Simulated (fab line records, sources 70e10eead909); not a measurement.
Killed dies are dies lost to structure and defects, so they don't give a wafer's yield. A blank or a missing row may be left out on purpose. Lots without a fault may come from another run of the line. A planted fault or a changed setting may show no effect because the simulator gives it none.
fab line records | flow nand_harc | part 2 of 2: steps 26 to 32 of 32
record lots=5 wafers=15 last_day=32
route steps=1302 shown A_CONTACT@1092 A_BLC@1107
lots that met no fault: from a run of the same line without faults
start_h: hours from the record's first day to the start of the lot's first wafer shown | wait_h: hours since the lot's step before | " the same as in the row above | L1.1+2: a row that stands for several wafers | - no value, or no start given | * or withheld: withheld | < > ~ a bound
route shown NAME@n: a module of which the file shows steps, and the number in the route of the first | usual: mean/standard deviation of fault-free wafers | same: alike in all rows | chamber/n: place in a boat | sites: the reading at each site | _std_site: their standard deviation | _edge_site: outer sites' mean less inner sites' | radius_mm: how far each site lies from the wafer's centre | mask NAME#n: copy n | behind: the tool/chamber that last shaped the wafer | hold: why the lot was held/for how many hours/how that ended | device: the transistor (n, p or np) that didn't switch | end of line: the same wafers' tests at the end of the route | a step without rows: its recipe alone | killed: dies lost to structure and defects at the first sort, not the wafer's yield | map: a wafer's dies, x killed, . not, _ none there
set.NAME: the setting as run; set.NAME@STEP: as run at that earlier step | model.NAME: the simulator's own value behind a step, which no gauge read
lots at some steps of the route; a table a step, a row a wafer
services: from which hour (start_h, from the record's first day; less than 0 if before it) a tool's chamber was out of use, for how many hours, and why
## steps
# step NHARC_A_BLC_OVL_MEAS_11
# usual overlay_x_nm=-0.2/0.94 overlay_y_nm=0.2/0.83
# columns lot.wafer tool chamber start_h wait_h overlay_x_nm overlay_y_nm
L077.1 overlay-01 - 537.95 - -0.5 0.9
L077.2 " - " " -1.1 0.4
L077.3 " - " " 0.2 0.6
L078.2 overlay-02 - 546.95 - -0.2 0.3
L078.4 " - " " -0.5 0.8
L078.5 " - " " -0.6 -0.6
L079.1 overlay-01 - 549.91 - 0.5 -1.3
L079.2 " - " " 0.1 -1.2
L079.4 " - " " 1.1 -1.2
L082.1 overlay-02 - 606.83 - -0.5 -1.2
L082.3 " - " " 0.2 -0.7
L082.4 " - " " -0.3 -1.2
L096.2 overlay-01 - 728.82 - 2.1 1.1
L096.5 " - " " 1.5 1.0
L096.6 " - " " 1.7 1.6
# step NHARC_A_BLC_INSPECT_12
# usual raw_defect_count=89/31
# columns lot.wafer tool chamber start_h wait_h raw_defect_count
L077.1 defect_inspect-02 - 537.99 0.0 111
L077.2 " - " " 133
L077.3 " - " " 126
L078.2 defect_inspect-01 - 546.99 0.0 184
L078.4 " - " " 151
L078.5 " - " " 151
L079.1 defect_inspect-01 - 549.95 0.0 25
L079.2 " - " " 17
L079.4 " - " " 22
L082.1 defect_inspect-01 - 606.87 0.0 135
L082.3 " - " " 127
L082.4 " - " " 121
L096.2 defect_inspect-01 - 728.85 0.0 81
L096.5 " - " " 78
L096.6 " - " " 76
# step NHARC_A_BLC_DESCUM_15
# recipe time_s=3 o2_flow_sccm=200 ar_flow_sccm=0 bias_power_w=0 chemistry=O2
# usual drypump_motor_current_A=5.7/0.54 oes_product_au=1.003/0.01 rf_vpp_V=57.7/0.95 showerhead_plenum_p_Torr=1.89/0.084 throttle_valve_pct=11.310/0.0077
# columns lot.wafer tool chamber start_h wait_h drypump_motor_current_A oes_product_au rf_hours_counter_h rf_vpp_V showerhead_plenum_p_Torr throttle_valve_pct
L077.2 rie_diel-11 3 538.05 0.1 6.4 1.000 8 56.3 1.86 11.302
L077.1 " 0 " " 5.4 1.002 8 57.9 1.95 11.309
L077.3 " 1 " " 5.5 1.008 8 57.8 1.78 11.294
L078.4 rie_diel-13 0 547.05 0.1 5.4 1.021 1 58.2 1.85 11.331
L078.2 " 2 " " 5.4 0.998 2 56.9 1.77 11.308
L078.5 " 0 " " 5.4 1.016 - 58.7 1.85 11.306
L079.2 rie_diel-13 2 550.02 0.1 5.5 1.002 2 60.0 1.77 11.314
L079.4 " 3 " " 6.3 0.984 2 59.0 2.03 11.323
L079.1 " 0 " " 5.4 1.006 1 55.8 1.85 11.302
L082.4 rie_diel-13 1 606.93 0.1 6.4 1.019 6 56.8 1.94 11.320
L082.3 " 3 " " 6.2 0.993 5 59.1 2.03 11.309
L082.1 " 0 " " 5.4 1.021 4 57.2 1.85 11.311
L096.2 rie_diel-11 0 728.91 0.1 5.4 1.013 9 58.1 1.95 11.321
L096.5 " 0 " " 5.4 1.013 - 57.3 1.95 11.313
L096.6 " 1 " " 5.5 1.010 - 57.5 1.78 11.315
# step NHARC_A_BLC_ETCH_16
# recipe target_depth_a=390 over_etch_frac=0.3 time_s=65 ion_energy_ev=80 cf4_flow_sccm=150 ar_flow_sccm=0 rf_w=300 bias_w=100 chemistry=CF4
# usual bias_w=99.99/0.26 drypump_motor_current_A=5.7/0.54 oes_product_au=1.002/0.011 rf_vpp_V=150.9/1.3 showerhead_plenum_p_Torr=1.75/0.075 throttle_valve_pct=13.283/0.009
# columns lot.wafer tool chamber start_h wait_h bias_w drypump_motor_current_A oes_product_au rf_hours_counter_h rf_vpp_V showerhead_plenum_p_Torr throttle_valve_pct
L077.2 rie_diel-11 2 538.14 0.1 99.76 4.8 0.990 8 151.5 1.77 13.269
L077.3 " 3 " " 99.94 6.4 0.996 8 150.2 1.72 13.293
L077.1 " 0 " " 100.03 5.3 1.000 8 151.8 1.80 13.293
L078.4 rie_diel-13 0 547.14 0.1 99.17 5.4 1.016 1 150.0 1.72 13.281
L078.2 " 1 " " 100.17 6.4 1.006 2 152.2 1.80 13.294
L078.5 " 1 " " 100.06 6.4 1.005 - 151.8 1.80 13.287
L079.2 rie_diel-13 0 550.10 0.1 99.79 5.4 1.013 1 150.1 1.72 13.290
L079.4 " 2 " " 100.22 5.4 0.998 2 149.2 1.65 13.295
L079.1 " 3 " " 99.58 6.3 0.999 2 153.3 1.87 13.282
L082.4 rie_diel-13 2 607.01 0.1 99.99 5.5 0.980 6 149.5 1.65 13.285
L082.3 " 0 " " 99.93 5.4 1.014 4 149.8 1.72 13.299
L082.1 " 1 " " 99.98 6.4 1.012 6 152.7 1.79 13.287
L096.2 rie_diel-11 3 729.01 0.1 100.17 6.4 0.991 9 150.4 1.72 13.292
L096.5 " 1 " " 100.11 5.5 1.009 - 150.6 1.65 13.285
L096.6 " 2 " " 99.51 4.8 0.981 - 151.4 1.77 13.276
# step NHARC_A_BLC_ETCH_17
# recipe target_depth_a=3900 over_etch_frac=0.25 time_s=609.38 ion_energy_ev=200 n2_flow_sccm=150 h2_flow_sccm=150 ar_flow_sccm=0 rf_w=400 bias_w=150 chemistry=N2/H2
# usual bias_w=150.1/0.47 drypump_motor_current_A=5.7/0.52 oes_product_au=1.003/0.011 rf_vpp_V=429.8/2.8 showerhead_plenum_p_Torr=2.01/0.096 throttle_valve_pct=14.172/0.0098
# columns lot.wafer tool chamber start_h wait_h bias_w drypump_motor_current_A oes_product_au rf_hours_counter_h rf_vpp_V showerhead_plenum_p_Torr throttle_valve_pct
L077.1 rie_diel-11 0 - - 150.3 5.3 1.014 8 431.0 2.08 14.165
L077.2 " 1 " " 149.9 5.5 1.010 8 427.3 1.90 14.170
L077.3 " 2 " " 150.5 4.8 0.999 8 429.3 2.05 14.195
L078.2 rie_diel-13 2 - - 150.2 5.4 0.989 2 426.5 1.89 14.175
L078.4 " 0 " " 150.0 5.4 0.994 1 428.5 1.97 14.160
L078.5 " 2 " " 150.1 5.4 0.985 - 424.6 1.89 14.165
L079.1 rie_diel-13 0 - - 150.4 5.4 1.024 1 428.5 1.97 14.162
L079.4 " 2 " " 150.0 5.4 1.009 2 427.0 1.88 14.170
L079.2 " 3 " " 150.1 6.3 0.997 3 434.2 2.17 14.151
L082.3 rie_diel-13 0 - - 150.2 5.4 1.012 4 429.1 1.97 14.172
L082.1 " 1 " " 150.4 6.4 1.006 6 430.6 2.07 14.159
L082.4 " 2 " " 149.2 5.4 0.987 6 426.5 1.88 14.174
L096.2 rie_diel-11 3 - - 149.7 6.4 1.013 9 428.5 1.98 14.188
L096.5 " 1 " " 150.6 5.5 1.007 - 426.4 1.89 14.177
L096.6 " 2 " " 149.5 4.8 0.992 - 430.2 2.04 14.172
# step NHARC_A_BLC_ETCH_18
# recipe target_depth_a=9100 c4f8_flow_sccm=20 o2_flow_sccm=10 ar_flow_sccm=withheld rf_w=600 bias_w=1500 chemistry=C4F8/O2/Ar
# usual bias_w=1500/4.4 oes_product_au=0.955/0.025 rf_vpp_V=977/6
# columns lot.wafer tool chamber start_h wait_h bias_w oes_product_au rf_hours_counter_h rf_vpp_V
L077.3 rie_diel-11 0 - - 1503 0.933 9 983
L077.1 " 2 " " 1496 0.928 8 981
L077.2 " 3 " " 1501 0.927 8 973
L078.4 rie_diel-13 1 - - 1498 0.968 2 981
L078.2 " 2 " " 1497 0.965 2 969
L078.5 " 0 " " 1506 0.973 - 974
L079.1 rie_diel-13 3 - - 1499 0.971 3 985
L079.4 " 0 " " 1502 0.995 2 974
L079.2 " 1 " " 1497 0.972 3 981
L082.4 rie_diel-13 1 - - 1501 0.971 6 981
L082.1 " 2 " " 1496 0.956 6 969
L082.3 " 3 " " 1496 0.953 6 986
L096.2 rie_diel-11 1 - - 1498 0.933 10 968
L096.6 " 3 " " 1505 0.921 - 976
L096.5 " 0 " " 1502 0.938 - 981
# step NHARC_A_BLC_CD_MEAS_19
# usual cd_nm=100.5/2.1
# columns lot.wafer tool chamber start_h wait_h cd_nm
L077.1 cd_sem-02 - 539.02 - 99.9
L077.2 " - " " 97.6
L077.3 " - " " 100.4
L078.2 cd_sem-03 - 548.02 - 98.6
L078.4 " - " " 98.4
L078.5 " - " " 99.6
L079.1 cd_sem-02 - 550.97 - 98.7
L079.2 " - " " 99.9
L079.4 " - " " 99.2
L082.1 cd_sem-01 - 607.90 - 101.5
L082.3 " - " " 100.3
L082.4 " - " " 99.5
L096.2 cd_sem-01 - 729.97 - 102.0
L096.5 " - " " 100.7
L096.6 " - " " 101.4
## services
# columns tool chamber start_h hours kind
rie_diel-13 1 511.75 4.6 repair
wet_bench-07 - 512.05 8.0 pm
rie_diel-13 - 519.29 9.0 pm
cmp-02 - 527.15 4.0 pm
wet_bench-09 - 528.80 8.0 pm
rie_diel-13 0 531.70 7.2 repair
litho_track-04 - 553.00 7.0 pm
cvd_w-02 - 557.64 0.5 repair
ald_metal-02 - 563.64 1.8 repair
rie_diel-03 3 568.11 2.7 repair
arfi_scanner-02 - 573.26 6.4 repair
wet_bench-07 - 594.83 55.5 repair
ald_metal-02 2 598.98 3.1 repair
rie_diel-13 - 600.70 1.2 repair
rie_diel-11 - 609.53 9.0 pm
rie_diel-03 - 635.35 9.0 pm
rie_diel-11 2 664.23 8.1 repair
litho_track-01 - 680.00 7.0 pm
rie_diel-13 0 684.95 7.3 repair
rie_diel-13 - 696.29 9.0 pm
wet_bench-09 - 704.80 8.0 pm
rie_diel-11 2 720.65 2.5 repair
rie_diel-03 - 721.23 2.6 repair
litho_track-04 - 728.00 7.0 pm
